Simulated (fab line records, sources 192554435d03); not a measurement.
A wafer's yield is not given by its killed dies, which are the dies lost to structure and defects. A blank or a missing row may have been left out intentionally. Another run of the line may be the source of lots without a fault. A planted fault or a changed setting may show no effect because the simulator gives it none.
The tool behind it: which one? ; flow n5Finfet ; 10 lots, 30 wafers sampled, at 5 steps of a route of 1938

== WHAT EACH GAUGE READ, for each wafer ==
N5_BEOL_M4_RC_MEAS_101. Usual: DIBL_N 35.8 mV/V, standard deviation 1.8; DIBL_P 35.6 mV/V, standard deviation 2; IOFF_N 0.148 nA/um, standard deviation 0.028; IOFF_P 0.20 nA/um, standard deviation 0.034; ION_N 672 uA/um, standard deviation 12; ION_P 462 uA/um, standard deviation 8.5; SS_N 71.2 mV/dec, standard deviation 0.65; SS_P 73.1 mV/dec, standard deviation 0.67; VT_N 251 mV, standard deviation 3.3; VT_P -251 mV, standard deviation 3.8.
lot;measured;on;DIBL_N (mV/V);DIBL_P (mV/V);IOFF_N (nA/um);IOFF_P (nA/um);ION_N (uA/um);ION_P (uA/um);SS_N (mV/dec);SS_P (mV/dec);VT_N (mV);VT_P (mV);flag
L362;day 7 15:10;prober-02;34.6 32.9 34.0;35.2 34.3 36.4;0.150 0.119 0.145;0.16 0.15 0.17;674 660 677;449 454 459;71.1 70.7 71.5;72.6 72.5 73.4;252 253 251;-258 -257 -255;
L367;day 9 04:34;prober-01;37.6 37.9 36.8;36.9 37.5 35.5;0.169 0.162 0.147;0.20 0.22 0.18;693 684 675;465 461 462;71.9 71.7 71.4;73.8 74.0 72.9;245 247 251;-252 -249 -254;
L375;day 11 07:08;prober-02;39.7 36.7 38.2;38.6 35.2 37.0;0.244 0.162 0.192;0.31 0.25 0.27;677 668 669;467 468 459;73.2 72.6 72.4;74.3 73.2 74.0;245 252 248;-242 -243 -248;
L376;day 11 04:51;prober-01;34.9 34.6 34.2;35.3 34.7 35.1;0.141 0.142 0.134;0.21 0.21 0.21;672 671 673;466 473 463;71.2 70.9 70.0;72.7 72.8 72.3;251 252 249;-248 -251 -251;
L378;day 11 22:31;prober-01;37.7 34.0 33.2;38.3 33.9 32.5;0.189 0.121 0.106;0.22 0.17 0.14;685 668 656;463 460 452;71.8 71.3 70.4;74.0 72.1 72.6;249 255 255;-252 -254 -257;
L379;day 12 00:12;prober-02;38.4 32.6 36.1;39.2 32.9 37.3;0.153 0.076 0.117;0.18 0.12 0.16;669 626 662;448 430 449;71.5 70.0 70.3;74.0 71.7 73.5;255 266 259;-254 -260 -257;
L380;day 12 03:19;prober-01;38.5 35.8 35.6;39.8 34.5 36.1;0.191 0.137 0.146;0.25 0.17 0.18;679 663 683;463 454 466;72.1 71.6 71.5;73.7 73.0 73.1;248 252 251;-248 -252 -255;
L381;day 12 09:55;prober-02;36.9 36.9 35.5;35.4 36.1 35.7;0.152 0.153 0.140;0.17 0.18 0.18;679 675 682;453 451 465;70.9 71.9 71.0;73.3 72.9 73.2;251 252 251;-255 -254 -252;
L383;day 13 02:19;prober-01;38.6 37.8 38.0;41.2 39.5 39.9;0.200 0.181 0.183;0.27 0.24 0.25;678 684 682;464 462 472;72.5 71.2 72.0;74.2 73.9 74.1;245 247 250;-247 -249 -247;
L385;day 13 22:43;prober-02;34.5 35.1 35.3;34.1 35.6 35.2;0.145 0.163 0.164;0.19 0.21 0.21;673 687 692;471 470 469;70.7 70.5 70.9;72.4 72.9 72.9;249 246 247;-249 -247 -247;

== WHICH TOOL RAN EACH LOT (tool, then ch and the chambers of the sampled wafers, then the start) ==
lot;N5_BEOL_M2_ANNEAL_91;N5_BEOL_M2_SPUTTER_92;N5_BEOL_M2_SPUTTER_94;N5_BEOL_M2_PRE_CLEAN_60
L362;pvdSputter-03, day 6 18:52;pvdSputter-03, day 6 19:00;pvdSputter-03, day 6 19:13;cvdCo-01 ch 0,2, day 6 20:17
L367;pvdSputter-02, day 8 09:06;pvdSputter-02, day 8 09:14;pvdSputter-02, day 8 09:28;cvdCo-02 ch 0,1,2, day 8 10:31
L375;pvdSputter-03, day 10 07:05;pvdSputter-03, day 10 07:13;pvdSputter-03, day 10 07:26;cvdCo-02 ch 0,1, day 10 08:40
L376;pvdSputter-02, day 10 10:21;pvdSputter-02, day 10 10:29;pvdSputter-02, day 10 10:43;cvdCo-02 ch 1,2, day 10 11:45
L378;pvdSputter-03, day 10 20:40;pvdSputter-03, day 10 20:49;pvdSputter-03, day 10 21:02;cvdCo-02 ch 1,2, day 10 22:05
L379;pvdSputter-02, day 10 21:20;pvdSputter-02, day 10 21:29;pvdSputter-02, day 10 21:42;cvdCo-02 ch 0,2, day 10 22:55
L380;pvdSputter-03, day 11 09:35;pvdSputter-03, day 11 09:43;pvdSputter-03, day 11 09:56;cvdCo-01 ch 1,2, day 11 11:00
L381;pvdSputter-02, day 11 13:37;pvdSputter-02, day 11 13:46;pvdSputter-02, day 11 13:59;cvdCo-01 ch 0,2, day 11 15:01
L383;pvdSputter-01, day 12 01:09;pvdSputter-01, day 12 01:17;pvdSputter-01, day 12 01:31;cvdCo-01 ch 1,2, day 12 02:34
L385;pvdSputter-02, day 12 16:09;pvdSputter-02, day 12 16:17;pvdSputter-02, day 12 16:31;cvdCo-02 ch 1,2, day 12 17:33
- N5_BEOL_M2_ANNEAL_91: time 240 s.
- N5_BEOL_M2_SPUTTER_92: material Cu, target thk 4.5 nm, time 8.29 s.
- N5_BEOL_M2_SPUTTER_94: material Cu, target thk 4.5 nm, time 8.29 s.
- N5_BEOL_M2_PRE_CLEAN_60: time 15 s.

== WHAT THE TOOLS THEMSELVES READ (means of the sampled wafers that have a number; where no wafer has one, the mark that the record gives instead) ==
N5_BEOL_M2_ANNEAL_91. Usual: heaterPowerW at 911 W, with a standard deviation of 130.
lot;tool;heaterPowerW (W);flag
L362;pvdSputter-03;717;
L367;pvdSputter-02;892;
L375;pvdSputter-03;848;
L376;pvdSputter-02;936;
L378;pvdSputter-03;803;
L379;pvdSputter-02;822;
L380;pvdSputter-03;803;
L381;pvdSputter-02;902;
L383;pvdSputter-01;1000;
L385;pvdSputter-02;997;

N5_BEOL_M2_SPUTTER_92. Usual: chamberPressurePa 0.07001 Pa, standard deviation 0.00012; chuckGasFlowSccm 1.27 sccm, standard deviation 0.049; throttleValvePct 30.2 %, standard deviation 1.1.
lot;tool;chamberPressurePa (Pa);chuckGasFlowSccm (sccm);throttleValvePct (%);flag
L362;pvdSputter-03;0.06995;1.31;29.6;
L367;pvdSputter-02;0.07001;1.23;29.8;
L375;pvdSputter-03;0.07000;1.30;28.7;
L376;pvdSputter-02;0.07010;1.23;29.8;
L378;pvdSputter-03;0.07007;1.27;30.2;
L379;pvdSputter-02;0.07005;1.25;30.7;
L380;pvdSputter-03;0.07008;1.26;29.2;
L381;pvdSputter-02;0.06991;1.31;30.5;
L383;pvdSputter-01;0.06999;1.28;30.8;
L385;pvdSputter-02;0.07014;1.24;29.9;

N5_BEOL_M2_SPUTTER_94. Usual: chamberPressurePa 0.06998 Pa, standard deviation 0.00016; chuckGasFlowSccm 1.27 sccm, standard deviation 0.053; throttleValvePct 30.2 %, standard deviation 1.1.
lot;tool;chamberPressurePa (Pa);chuckGasFlowSccm (sccm);throttleValvePct (%);flag
L362;pvdSputter-03;0.07010;1.29;29.7;
L367;pvdSputter-02;0.06999;1.22;29.9;
L375;pvdSputter-03;-;-;-;OFF
L376;pvdSputter-02;-;-;-;OFF
L378;pvdSputter-03;0.07013;1.28;30.1;
L379;pvdSputter-02;0.06994;1.25;30.8;
L380;pvdSputter-03;0.07002;1.27;29.5;
L381;pvdSputter-02;0.06987;1.25;30.4;
L383;pvdSputter-01;0.07011;1.27;30.7;
L385;pvdSputter-02;0.06993;1.23;30.1;

N5_BEOL_M2_PRE_CLEAN_60. Usual: heaterPowerW at 81 W, with a standard deviation of 8.
lot;tool;heaterPowerW (W);flag
L362;cvdCo-01;77;
L367;cvdCo-02;80;
L375;cvdCo-02;79;
L376;cvdCo-02;79;
L378;cvdCo-02;81;
L379;cvdCo-02;86;
L380;cvdCo-01;72;
L381;cvdCo-01;86;
L383;cvdCo-01;74;
L385;cvdCo-02;84;

== THE ANSWER, worked out from the rows above alone ==
Rule: take the mean of a lot's wafers that have a number; if it is more than 3 standard deviations from the usual mean, the lot is off. Also off: a lot with no number at a reading for which 4 or more lots have one. The other lots that the step has rows for count as sound. Order of review: gauges by route order, followed by the tools' own readings, for which a lot's mean as printed above is used. At the first step where some lot is off, the reading lying furthest off is the one used; lots without a number count as furthest.
Off at N5_BEOL_M2_SPUTTER_94 (chamberPressurePa): L375, L376. Without a number there: L375, L376.
A tool fits if, at that step or a process step before it, it ran every lot that is off, and no sound lot after the first of them. Not one of the candidates tried fits.

== WHAT WAS PUT IN BY THE SIMULATOR ==
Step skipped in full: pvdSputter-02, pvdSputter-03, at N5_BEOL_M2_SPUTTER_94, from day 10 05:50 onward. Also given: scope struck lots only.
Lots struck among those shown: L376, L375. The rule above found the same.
